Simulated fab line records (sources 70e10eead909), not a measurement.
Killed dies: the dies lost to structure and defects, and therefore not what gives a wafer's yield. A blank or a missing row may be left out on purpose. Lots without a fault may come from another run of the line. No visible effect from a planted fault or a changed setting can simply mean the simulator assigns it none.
Which tool is to blame? / flow nand_harc / 13 lots, 39 wafers sampled, at 5 steps of a route of 1159

## WHAT THE GAUGES SHOWED, per wafer
NHARC_END_SORT_01. Usual: defect_limited_yield 95.3 %, standard deviation 1.3; killed_at_array 28, standard deviation 9.1; killed_at_other 0.6, standard deviation 0.87; killed_at_periphery 3.4, standard deviation 2.7; killed_dies 32, standard deviation 9; killed_open 3.2, standard deviation 1.9; killed_short 2.0, standard deviation 1.3; sort_bin_2_pct 1.5 %, standard deviation 0.57; sort_bin_3_pct 0.26 %, standard deviation 0.22; sort_bin_4_pct 2.9 %, standard deviation 0.91; sort_n_pass 645, standard deviation 9; sort_rim_yield_pct 93 %, standard deviation 3.3; sort_yield_pct 95.3 %, standard deviation 1.3.
lot=L282; measured=day 19 07:45; on=prober-02; defect_limited_yield (%)=96.2 95.0 96.0; killed_at_array=21 25 22; killed_at_other=0 0 0; killed_at_periphery=5 9 5; killed_dies=26 34 27; killed_open=0 4 2; killed_short=2 3 2; sort_bin_2_pct (%)=1.0 1.0 0.6; sort_bin_3_pct (%)=0.30 0.44 0; sort_bin_4_pct (%)=2.5 3.5 3.4; sort_n_pass=651 643 650; sort_rim_yield_pct (%)=96 95 93; sort_yield_pct (%)=96.2 95.0 96.0; flag=
lot=L284; measured=day 20 12:23; on=prober-02; defect_limited_yield (%)=95.6 96.2 94.2; killed_at_array=28 22 33; killed_at_other=1 2 0; killed_at_periphery=1 2 6; killed_dies=30 26 39; killed_open=4 2 4; killed_short=1 1 2; sort_bin_2_pct (%)=1.8 0.9 1.8; sort_bin_3_pct (%)=0 0 0.30; sort_bin_4_pct (%)=2.7 3.0 3.7; sort_n_pass=647 651 638; sort_rim_yield_pct (%)=94 95 90; sort_yield_pct (%)=95.6 96.2 94.2; flag=
lot=L301; measured=day 25 19:16; on=prober-01; defect_limited_yield (%)=97.2 96.9 97.2; killed_at_array=16 18 15; killed_at_other=1 2 0; killed_at_periphery=2 1 4; killed_dies=19 21 19; killed_open=2 5 3; killed_short=2 2 3; sort_bin_2_pct (%)=1.2 1.3 0.4; sort_bin_3_pct (%)=0 0.30 0.30; sort_bin_4_pct (%)=1.6 1.5 2.1; sort_n_pass=658 656 658; sort_rim_yield_pct (%)=99 96 93; sort_yield_pct (%)=97.2 96.9 97.2; flag=
lot=L302; measured=day 26 03:01; on=prober-01; defect_limited_yield (%)=94.1 95.6 93.5; killed_at_array=38 28 40; killed_at_other=1 1 3; killed_at_periphery=1 1 1; killed_dies=40 30 44; killed_open=4 2 0; killed_short=2 2 4; sort_bin_2_pct (%)=1.8 1.9 1.3; sort_bin_3_pct (%)=0.30 0.44 1.03; sort_bin_4_pct (%)=3.8 2.1 4.1; sort_n_pass=637 647 633; sort_rim_yield_pct (%)=92 90 92; sort_yield_pct (%)=94.1 95.6 93.5; flag=

## EACH LOT AND THE TOOL THAT RAN IT (in order: tool; ch and the chambers of the sampled wafers; start)
lot=L282; NHARC_HYBRID_BOND_ACTIVATE_00=rie_diel-09 ch 1,2,3, day 18 02:34; NHARC_THIN_TSV_CMP_01=cmp-01 ch 1,2,3, day 18 14:19; NHARC_THIN_TSV_DEGAS_49=pvd_sputter-01, day 18 18:24; NHARC_THIN_TSV_ECD_20=ecd_cu-01 ch 0,1, day 18 18:51
lot=L281; NHARC_HYBRID_BOND_ACTIVATE_00=rie_diel-09 ch 0,1, day 18 05:49; NHARC_THIN_TSV_CMP_01=cmp-01 ch 0,3, day 18 15:30; NHARC_THIN_TSV_DEGAS_49=pvd_sputter-03, day 18 19:44; NHARC_THIN_TSV_ECD_20=ecd_cu-01 ch 0,1, day 18 20:23
lot=L283; NHARC_HYBRID_BOND_ACTIVATE_00=rie_diel-07 ch 0,2,3, day 18 15:53; NHARC_THIN_TSV_CMP_01=cmp-01 ch 0,1,3, day 19 03:35; NHARC_THIN_TSV_DEGAS_49=pvd_sputter-01, day 19 07:53; NHARC_THIN_TSV_ECD_20=ecd_cu-02 ch 0,1, day 19 08:20
lot=L280; NHARC_HYBRID_BOND_ACTIVATE_00=rie_diel-07 ch 0,1, day 18 16:15; NHARC_THIN_TSV_CMP_01=cmp-03 ch 0,1,2, day 19 04:50; NHARC_THIN_TSV_DEGAS_49=pvd_sputter-01, day 19 08:55; NHARC_THIN_TSV_ECD_20=ecd_cu-02 ch 0,1, day 19 09:23
lot=L284; NHARC_HYBRID_BOND_ACTIVATE_00=rie_diel-07 ch 0,1, day 18 17:13; NHARC_THIN_TSV_CMP_01=cmp-03 ch 1,2,3, day 19 05:58; NHARC_THIN_TSV_DEGAS_49=pvd_sputter-03, day 19 10:05; NHARC_THIN_TSV_ECD_20=ecd_cu-01 ch 1, day 19 10:32
lot=L285; NHARC_HYBRID_BOND_ACTIVATE_00=rie_diel-07 ch 0,1,3, day 18 20:16; NHARC_THIN_TSV_CMP_01=cmp-03 ch 0,1,3, day 19 08:20; NHARC_THIN_TSV_DEGAS_49=pvd_sputter-02, day 19 12:25; NHARC_THIN_TSV_ECD_20=ecd_cu-02 ch 0,1, day 19 12:52
lot=L287; NHARC_HYBRID_BOND_ACTIVATE_00=rie_diel-07 ch 0,1,2, day 20 01:25; NHARC_THIN_TSV_CMP_01=cmp-02 ch 1,2, day 20 13:33; NHARC_THIN_TSV_DEGAS_49=pvd_sputter-03, day 20 17:46; NHARC_THIN_TSV_ECD_20=ecd_cu-02 ch 0,1, day 20 18:32
lot=L288; NHARC_HYBRID_BOND_ACTIVATE_00=rie_diel-05 ch 0,1,2, day 20 09:14; NHARC_THIN_TSV_CMP_01=cmp-01 ch 0,1,2, day 20 21:40; NHARC_THIN_TSV_DEGAS_49=pvd_sputter-01, day 21 01:58; NHARC_THIN_TSV_ECD_20=ecd_cu-01 ch 0,1, day 21 02:25
lot=L286; NHARC_HYBRID_BOND_ACTIVATE_00=rie_diel-07 ch 0,2,3, day 20 17:00; NHARC_THIN_TSV_CMP_01=cmp-02 ch 1,2,3, day 21 05:47; NHARC_THIN_TSV_DEGAS_49=pvd_sputter-03, day 21 09:58; NHARC_THIN_TSV_ECD_20=ecd_cu-02 ch 0,1, day 21 10:25
lot=L295; NHARC_HYBRID_BOND_ACTIVATE_00=rie_diel-07 ch 0,2,3, day 21 23:40; NHARC_THIN_TSV_CMP_01=cmp-01 ch 0,1,2, day 22 13:45; NHARC_THIN_TSV_DEGAS_49=pvd_sputter-03, day 22 17:52; NHARC_THIN_TSV_ECD_20=ecd_cu-01 ch 0,1, day 22 18:31
lot=L301; NHARC_HYBRID_BOND_ACTIVATE_00=rie_diel-07 ch 2,3, day 23 03:22; NHARC_THIN_TSV_CMP_01=cmp-02 ch 0,1,3, day 23 14:35; NHARC_THIN_TSV_DEGAS_49=pvd_sputter-01, day 23 18:44; NHARC_THIN_TSV_ECD_20=ecd_cu-02 ch 0,1, day 23 19:12
lot=L300; NHARC_HYBRID_BOND_ACTIVATE_00=rie_diel-05 ch 0,1,3, day 23 05:10; NHARC_THIN_TSV_CMP_01=cmp-01 ch 1,2,3, day 23 15:46; NHARC_THIN_TSV_DEGAS_49=pvd_sputter-02, day 23 20:10; NHARC_THIN_TSV_ECD_20=ecd_cu-01 ch 0,1, day 23 20:49
lot=L302; NHARC_HYBRID_BOND_ACTIVATE_00=rie_diel-07 ch 0,1,3, day 23 15:11; NHARC_THIN_TSV_CMP_01=cmp-03 ch 0,1,3, day 24 02:11; NHARC_THIN_TSV_DEGAS_49=pvd_sputter-01, day 24 06:21; NHARC_THIN_TSV_ECD_20=ecd_cu-01 ch 0,1, day 24 06:49
- NHARC_HYBRID_BOND_ACTIVATE_00: chemistry N2, time 60 s.
- NHARC_THIN_TSV_CMP_01: polishes.
- NHARC_THIN_TSV_DEGAS_49: time 120 s.
- NHARC_THIN_TSV_ECD_20: material Cu, target thk 2000 nm.

## AS READ BY THE TOOLS THEMSELVES (means over the sampled wafers that have a number; for cases with no such wafer, the mark the record gives instead)
NHARC_HYBRID_BOND_ACTIVATE_00. Usual: drypump_motor_current_A 5.9 A, standard deviation 0.38; oes_product_au 1.000 a.u., standard deviation 0.0092; rf_vpp_V 64.0 V, standard deviation 1; showerhead_plenum_p_Torr 1.72 Torr, standard deviation 0.052.
lot=L282; tool=rie_diel-09; drypump_motor_current_A (A)=5.4; oes_product_au (a.u.)=0.996; rf_vpp_V (V)=65.1; showerhead_plenum_p_Torr (Torr)=1.79; flag=
lot=L281; tool=rie_diel-09; drypump_motor_current_A (A)=5.8; oes_product_au (a.u.)=0.991; rf_vpp_V (V)=64.2; showerhead_plenum_p_Torr (Torr)=1.82; flag=
lot=L283; tool=rie_diel-07; drypump_motor_current_A (A)=6.1; oes_product_au (a.u.)=1.014; rf_vpp_V (V)=63.2; showerhead_plenum_p_Torr (Torr)=1.72; flag=
lot=L280; tool=rie_diel-07; drypump_motor_current_A (A)=5.8; oes_product_au (a.u.)=0.995; rf_vpp_V (V)=63.0; showerhead_plenum_p_Torr (Torr)=1.69; flag=
lot=L284; tool=rie_diel-07; drypump_motor_current_A (A)=5.8; oes_product_au (a.u.)=1.006; rf_vpp_V (V)=63.8; showerhead_plenum_p_Torr (Torr)=1.67; flag=
lot=L285; tool=rie_diel-07; drypump_motor_current_A (A)=5.9; oes_product_au (a.u.)=0.999; rf_vpp_V (V)=64.5; showerhead_plenum_p_Torr (Torr)=1.69; flag=
lot=L287; tool=rie_diel-07; drypump_motor_current_A (A)=5.9; oes_product_au (a.u.)=1.004; rf_vpp_V (V)=64.2; showerhead_plenum_p_Torr (Torr)=1.69; flag=
lot=L288; tool=rie_diel-05; drypump_motor_current_A (A)=5.7; oes_product_au (a.u.)=0.998; rf_vpp_V (V)=62.9; showerhead_plenum_p_Torr (Torr)=1.74; flag=
lot=L286; tool=rie_diel-07; drypump_motor_current_A (A)=6.1; oes_product_au (a.u.)=1.001; rf_vpp_V (V)=64.2; showerhead_plenum_p_Torr (Torr)=1.71; flag=
lot=L295; tool=rie_diel-07; drypump_motor_current_A (A)=6.1; oes_product_au (a.u.)=1.000; rf_vpp_V (V)=64.8; showerhead_plenum_p_Torr (Torr)=1.71; flag=
lot=L301; tool=rie_diel-07; drypump_motor_current_A (A)=6.2; oes_product_au (a.u.)=1.010; rf_vpp_V (V)=64.3; showerhead_plenum_p_Torr (Torr)=1.70; flag=
lot=L300; tool=rie_diel-05; drypump_motor_current_A (A)=6.1; oes_product_au (a.u.)=0.997; rf_vpp_V (V)=63.7; showerhead_plenum_p_Torr (Torr)=1.70; flag=
lot=L302; tool=rie_diel-07; drypump_motor_current_A (A)=6.0; oes_product_au (a.u.)=1.007; rf_vpp_V (V)=63.1; showerhead_plenum_p_Torr (Torr)=1.69; flag=

NHARC_THIN_TSV_CMP_01. Usual: motor_current_A at 11.8 A, with a standard deviation of 0.99.
lot=L282; tool=cmp-01; motor_current_A (A)=11.8; flag=
lot=L281; tool=cmp-01; motor_current_A (A)=11.9; flag=
lot=L283; tool=cmp-01; motor_current_A (A)=11.6; flag=
lot=L280; tool=cmp-03; motor_current_A (A)=11.8; flag=
lot=L284; tool=cmp-03; motor_current_A (A)=11.6; flag=
lot=L285; tool=cmp-03; motor_current_A (A)=11.5; flag=
lot=L287; tool=cmp-02; motor_current_A (A)=11.7; flag=
lot=L288; tool=cmp-01; motor_current_A (A)=12.2; flag=
lot=L286; tool=cmp-02; motor_current_A (A)=12.2; flag=
lot=L295; tool=cmp-01; motor_current_A (A)=12.1; flag=
lot=L301; tool=cmp-02; motor_current_A (A)=12.2; flag=
lot=L300; tool=cmp-01; motor_current_A (A)=11.5; flag=
lot=L302; tool=cmp-03; motor_current_A (A)=11.3; flag=

NHARC_THIN_TSV_DEGAS_49. Usual: heater_power_w at 489 W, with a standard deviation of 55.
lot=L282; tool=pvd_sputter-01; heater_power_w (W)=478; flag=
lot=L281; tool=pvd_sputter-03; heater_power_w (W)=508; flag=
lot=L283; tool=pvd_sputter-01; heater_power_w (W)=462; flag=
lot=L280; tool=pvd_sputter-01; heater_power_w (W)=488; flag=
lot=L284; tool=pvd_sputter-03; heater_power_w (W)=522; flag=
lot=L285; tool=pvd_sputter-02; heater_power_w (W)=485; flag=
lot=L287; tool=pvd_sputter-03; heater_power_w (W)=503; flag=
lot=L288; tool=pvd_sputter-01; heater_power_w (W)=465; flag=
lot=L286; tool=pvd_sputter-03; heater_power_w (W)=521; flag=
lot=L295; tool=pvd_sputter-03; heater_power_w (W)=519; flag=
lot=L301; tool=pvd_sputter-01; heater_power_w (W)=483; flag=
lot=L300; tool=pvd_sputter-02; heater_power_w (W)=539; flag=
lot=L302; tool=pvd_sputter-01; heater_power_w (W)=479; flag=

## THE ANSWER, worked out from the rows above alone
Rule: a lot counts as off when the mean over its wafers that have a number is more than 3 standard deviations away from the usual mean. A lot without any number at a reading at which 4 lots or more have one is off too. Where the step has rows for the other lots, those lots are counted as sound. After the gauges, taken in route order, come the tools' own readings; for these a lot's mean is taken, as printed above. The first step at which some lot is off is used, and at that step the reading that is off furthest; a lot without a number counts as furthest.
None of the lots is off at any reading shown; this tells nothing.

## WHAT THE SIMULATOR PUT IN
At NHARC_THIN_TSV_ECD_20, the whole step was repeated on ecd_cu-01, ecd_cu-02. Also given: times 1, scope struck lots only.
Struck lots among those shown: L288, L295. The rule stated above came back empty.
